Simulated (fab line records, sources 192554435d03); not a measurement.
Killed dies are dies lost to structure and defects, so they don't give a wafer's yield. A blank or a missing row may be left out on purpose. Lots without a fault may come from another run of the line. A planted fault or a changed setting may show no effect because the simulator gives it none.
Which tool did it? | flow n5_finfet | 9 lots, 26 wafers sampled, at 6 steps of a route of 1938

WHAT THE GAUGES READ, wafer by wafer
N5_GATE_CUT_INSPECT_15: inspects for defects (brightfield).
lot  | measured    | on                | raw_defect_count
L663 | day 4 18:56 | defect_inspect-02 | 149 154 112
L667 | day 5 16:47 | defect_inspect-02 | 237 168 240
L670 | day 6 12:24 | defect_inspect-01 | 106 131 148
L671 | day 6 21:16 | defect_inspect-01 | 112 68
L672 | day 7 03:07 | defect_inspect-01 | 571 543 584
L673 | day 7 10:48 | defect_inspect-01 | 204 148 141
L676 | day 8 00:15 | defect_inspect-02 | 443 493 420
L681 | day 9 09:27 | defect_inspect-01 | 144 185 127
L682 | day 9 11:14 | defect_inspect-01 | 113 119 132

N5_BEOL_M4_RC_MEAS_101.
lot  | measured     | on        | DIBL_N (mV/V)  | DIBL_P (mV/V)  | IOFF_N (nA/um) | IOFF_P (nA/um) | ION_N (uA/um) | ION_P (uA/um) | SS_N (mV/dec)  | SS_P (mV/dec)  | VT_N (mV)   | VT_P (mV)
L663 | day 8 07:31  | prober-01 | 35.3 38.5 36.4 | 35.4 38.8 37.1 | 0.15 0.21 0.16 | 0.19 0.24 0.23 | 674 687 674   | 457 461 465   | 71.6 72.6 71.7 | 73.0 73.6 73.4 | 249 245 250 | -251 -249 -247
L667 | day 9 10:52  | prober-01 | 39.2 37.8 38.8 | 40.4 38.3 38.2 | 0.20 0.17 0.19 | 0.27 0.25 0.24 | 688 676 675   | 470 465 461   | 71.9 71.4 72.3 | 74.5 74.2 73.5 | 246 248 252 | -246 -245 -248
L670 | day 10 12:10 | prober-01 | 38.0 37.3 36.9 | 38.3 35.4 35.4 | 0.17 0.14 0.14 | 0.26 0.21 0.21 | 679 660 664   | 480 458 462   | 72.0 71.1 71.9 | 73.9 73.1 72.7 | 250 249 253 | -244 -249 -248
L671 | day 10 17:59 | prober-02 | 36.4 36.4      | 35.5 36.1      | 0.14 0.15      | 0.18 0.21      | 667 668       | 453 454       | 70.6 70.6      | 73.6 73.7      | 251 251     | -253 -251
L672 | day 10 18:57 | prober-01 | 35.4 35.0 35.7 | 36.1 35.7 36.6 | 0.14 0.14 0.14 | 0.17 0.17 0.18 | 667 676 664   | 452 460 452   | 71.0 71.0 71.4 | 73.5 72.2 73.3 | 253 251 254 | -256 -255 -255
L673 | day 11 06:13 | prober-01 | 34.2 34.6 36.7 | 34.8 36.0 36.9 | 0.14 0.15 0.18 | 0.20 0.21 0.21 | 666 688 687   | 463 478 471   | 70.9 71.3 71.7 | 72.3 72.5 73.6 | 250 248 247 | -249 -250 -254
L676 | day 11 13:50 | prober-02 | 37.1 35.9 36.5 | 36.5 36.2 36.0 | 0.18 0.16 0.17 | 0.21 0.21 0.21 | 686 676 678   | 469 464 460   | 72.0 71.6 71.8 | 73.1 73.7 73.5 | 246 247 248 | -251 -252 -252
L681 | day 12 20:27 | prober-01 | 34.9 34.4 35.2 | 34.4 33.1 34.6 | 0.14 0.12 0.13 | 0.20 0.17 0.20 | 658 654 660   | 457 450 454   | 71.2 70.5 71.1 | 72.8 72.2 73.1 | 252 254 251 | -249 -253 -250
L682 | day 13 07:11 | prober-02 | 35.3 37.0 37.0 | 34.9 37.4 35.8 | 0.15 0.18 0.18 | 0.23 0.26 0.23 | 667 670 675   | 470 470 465   | 71.1 71.5 71.3 | 73.2 73.6 73.6 | 253 247 249 | -247 -247 -247

WHICH TOOL RAN EACH LOT (tool, then ch and the chambers of the sampled wafers, then the start)
lot  | N5_GATE_CUT_VAPOR_ETCH_60        | N5_GATE_CUT_HM_DEP_46          | N5_GATE_CUT_ETCH_36               | N5_GATE_CUT_ETCH_37
L663 | rie_metal-01 ch 1, day 4 14:51   | pecvd-04 ch 0,1,2, day 4 18:23 | rie_diel-06 ch 0,1,2, day 4 19:04 | rie_diel-06 ch 0,1,2, day 4 19:05
L667 | rie_metal-01 ch 1, day 5 13:11   | pecvd-03 ch 0,1, day 5 16:21   | rie_diel-05 ch 0,1,3, day 5 17:13 | rie_diel-05 ch 0,1,3, day 5 17:14
L670 | rie_metal-01 ch 1, day 6 08:58   | pecvd-03 ch 0,1, day 6 11:57   | rie_diel-06 ch 2,3, day 6 12:43   | rie_diel-06 ch 2,3, day 6 12:45
L671 | rie_metal-02 ch 1, day 6 17:19   | pecvd-03 ch 0,1, day 6 20:50   | rie_diel-06 ch 0,2, day 6 21:21   | rie_diel-06 ch 0,2, day 6 21:23
L672 | rie_metal-02 ch 0,1, day 6 22:39 | pecvd-03 ch 0,1,2, day 7 02:34 | rie_diel-03 ch 0,1,3, day 7 03:13 | rie_diel-03 ch 0,1,3, day 7 03:14
L673 | rie_metal-03 ch 0,1, day 7 07:12 | pecvd-04 ch 0,1,2, day 7 10:15 | rie_diel-06 ch 0,2,3, day 7 11:36 | rie_diel-06 ch 0,2,3, day 7 11:37
L676 | rie_metal-02 ch 0,1, day 7 19:46 | pecvd-03 ch 1,2, day 7 22:47   | rie_diel-06 ch 0,2, day 8 00:50   | rie_diel-06 ch 0,2, day 8 00:52
L681 | rie_metal-01 ch 0,1, day 9 05:43 | pecvd-02 ch 0,2, day 9 08:53   | rie_diel-06 ch 1,2,3, day 9 09:38 | rie_diel-06 ch 1,2,3, day 9 09:40
L682 | rie_metal-01 ch 0,1, day 9 07:50 | pecvd-02 ch 0,1,2, day 9 10:49 | rie_diel-03 ch 0,1,2, day 9 11:19 | rie_diel-03 ch 0,1,2, day 9 11:21
- N5_GATE_CUT_VAPOR_ETCH_60: etches HfO2 in BCl3/Cl2.
- N5_GATE_CUT_HM_DEP_46: deposits SiO2 from TEOS/O2, target thk 130 nm, time 26.6 s.
- N5_GATE_CUT_ETCH_36: etches SiARC in CF4, target depth 13 nm, time 21.7 s.
- N5_GATE_CUT_ETCH_37: etches SOC in N2/H2, target depth 60 nm, overetch 12 nm, time 90 s.

WHAT THE TOOLS THEMSELVES READ (means of the sampled wafers that have a number; where no wafer has one, the mark that the record gives instead)
N5_GATE_CUT_VAPOR_ETCH_60.
lot  | tool         | drypump_motor_current_A (A) | oes_product_au (a.u.)
L663 | rie_metal-01 | 5.7                         | 0.78
L667 | rie_metal-01 | 5.7                         | 0.77
L670 | rie_metal-01 | 5.7                         | 0.76
L671 | rie_metal-02 | 6.5                         | 0.69
L672 | rie_metal-02 | 5.6                         | 0.69
L673 | rie_metal-03 | 5.3                         | 0.76
L676 | rie_metal-02 | 5.6                         | 0.69
L681 | rie_metal-01 | 5.7                         | 0.71
L682 | rie_metal-01 | 5.7                         | 0.72

N5_GATE_CUT_HM_DEP_46.
lot  | tool     | heater_power_w (W) | showerhead_plenum_p_Torr (Torr) | throttle_valve_pct (%)
L663 | pecvd-04 | 557                | 8.348                           | 18.2
L667 | pecvd-03 | 683                | 8.326                           | 18.7
L670 | pecvd-03 | 597                | 8.332                           | 18.9
L671 | pecvd-03 | 622                | 8.338                           | 19.2
L672 | pecvd-03 | 618                | 8.342                           | 18.1
L673 | pecvd-04 | 613                | 8.335                           | 18.2
L676 | pecvd-03 | 622                | 8.334                           | 17.4
L681 | pecvd-02 | 634                | 8.329                           | 18.9
L682 | pecvd-02 | 588                | 8.358                           | 19.1

N5_GATE_CUT_ETCH_36.
lot  | tool        | drypump_motor_current_A (A) | etch_rf_on_time_s (s) | oes_product_au (a.u.) | rf_vpp_V (V) | showerhead_plenum_p_Torr (Torr) | throttle_valve_pct (%)
L663 | rie_diel-06 | 5.9                         | 22.0                  | 0.64                  | 184.4        | 2.16                            | 15.93
L667 | rie_diel-05 | 5.8                         | 22.0                  | 0.66                  | 184.0        | 2.11                            | 15.59
L670 | rie_diel-06 | 5.7                         | 21.8                  | 0.70                  | 182.6        | 2.07                            | 15.69
L671 | rie_diel-06 | 5.7                         | 21.9                  | 0.60                  | 183.4        | 2.12                            | 15.99
L672 | rie_diel-03 | 5.9                         | 21.9                  | 0.65                  | 184.0        | 2.15                            | 15.71
L673 | rie_diel-06 | 5.7                         | 22.0                  | 0.65                  | 184.7        | 2.11                            | 15.89
L676 | rie_diel-06 | 5.5                         | 21.6                  | 0.61                  | 183.3        | 2.09                            | 15.96
L681 | rie_diel-06 | 5.9                         | 22.0                  | 0.65                  | 183.9        | 2.11                            | 15.83
L682 | rie_diel-03 | 6.0                         | 22.4                  | 0.64                  | 185.1        | 2.17                            | 15.76

N5_GATE_CUT_ETCH_37.
lot  | tool        | drypump_motor_current_A (A) | oes_product_au (a.u.) | rf_vpp_V (V) | showerhead_plenum_p_Torr (Torr) | throttle_valve_pct (%)
L663 | rie_diel-06 | 5.8                         | 0.67                  | 524.3        | 2.57                            | 18.21
L667 | rie_diel-05 | 5.8                         | 0.69                  | 522.9        | 2.51                            | 17.79
L670 | rie_diel-06 | 5.7                         | 0.74                  | 521.4        | 2.46                            | 17.89
L671 | rie_diel-06 | 5.6                         | 0.64                  | 523.6        | 2.50                            | 18.16
L672 | rie_diel-03 | 5.9                         | 0.68                  | 522.8        | 2.55                            | 17.87
L673 | rie_diel-06 | 5.7                         | 0.68                  | 522.6        | 2.50                            | 18.06
L676 | rie_diel-06 | 5.6                         | 0.63                  | 520.5        | 2.46                            | 18.12
L681 | rie_diel-06 | 5.9                         | 0.68                  | 523.5        | 2.51                            | 18.11
L682 | rie_diel-03 | 6.0                         | 0.68                  | 524.6        | 2.57                            | 17.95

THE ANSWER, worked out from the rows above alone
Rule: what is usual is taken from the lots themselves. Put in order of their means at a reading, lots are off if they are a third of the lots or fewer, leave a main group of 4 or more, and stand apart from it by a gap of 3 or more times the standard deviation of the main group's means; of several such gaps the widest counts. A main group whose means are all the same, to the digits that the tables above print for the reading, isn't used. A lot without any number at a reading at which 4 lots or more have one is off too. The other lots that the step has rows for count as sound. The gauges are gone through in route order, then the tools' own readings, and for those a lot's mean is taken as printed above. The first step at which some lot is off is used, and at that step the reading that is off furthest; a lot without a number counts as furthest.
Off: L672, L676, at N5_GATE_CUT_INSPECT_15 (raw_defect_count). The main group: mean 144, standard deviation 36.
A tool fits if, at a process step before that reading, it ran every lot that is off, and no sound lot after the first of them. The gauges at N5_GATE_CUT_INSPECT_15 are tried like those tools. Can't be told from this: 2 tools fit, rie_metal-02 at N5_GATE_CUT_VAPOR_ETCH_60, pecvd-03 at N5_GATE_CUT_HM_DEP_46.

WHAT THE SIMULATOR HAD PUT IN
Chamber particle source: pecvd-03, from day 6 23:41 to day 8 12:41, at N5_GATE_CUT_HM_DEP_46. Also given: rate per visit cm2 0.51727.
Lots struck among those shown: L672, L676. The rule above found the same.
